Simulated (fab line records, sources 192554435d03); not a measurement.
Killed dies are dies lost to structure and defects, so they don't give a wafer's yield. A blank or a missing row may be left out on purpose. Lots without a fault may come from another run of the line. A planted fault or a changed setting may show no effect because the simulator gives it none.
Chamber matching | flow n5_finfet | N5_GATE_CUT_DESCUM_18 on rie_diel-05: 4 sister chambers
The step chemistry O2, time 7 s. 4 wafers are shown with their chamber, then 9 later ones without.

WAFERS WITH THEIR CHAMBER
wafer  | chamber | showerhead_plenum_p_Torr (Torr)
L088.3 | 3       | 2.03
L090.2 | 0       | 2.17
L092.1 | 2       | 2.03
L092.6 | 1       | 2.23

WAFERS WITHOUT THEIR CHAMBER
wafer  | showerhead_plenum_p_Torr (Torr)
L094.2 | 2.03
L094.3 | 2.02
L094.6 | 2.02
L095.1 | 2.17
L095.2 | 2.02
L095.3 | 2.23
L095.4 | 2.03
L095.5 | 2.23
L095.6 | 2.17

WHICH CHAMBER EACH WENT THROUGH
wafer  | from the rows above     | in truth
L094.2 | can't be placed: 2 or 3 | 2
L094.3 | can't be placed: 2 or 3 | 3
L094.6 | can't be placed: 2 or 3 | 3
L095.1 | 0                       | 0
L095.2 | can't be placed: 2 or 3 | 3
L095.3 | 1                       | 1
L095.4 | can't be placed: 2 or 3 | 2
L095.5 | 1                       | 1
L095.6 | 0                       | 0
Placed correctly: 4 of 9. Can't be placed from these rows: 5 (the true chamber is among the candidates in 5). Placed wrongly: 0.
How it was worked out, from the rows above alone: a wafer's distance from a chamber is the root of the sum, over the readings, of the square of ((its reading less the chamber's mean) divided by the reading's scatter). The wafer belongs to the nearest chamber; if the next one is less than 2 further off, it can't be placed. A chamber's mean is the mean of its shown wafers. The scatter: with one shown wafer a chamber, the root of the mean of the squares of how far each hidden wafer lies from its nearest shown one.
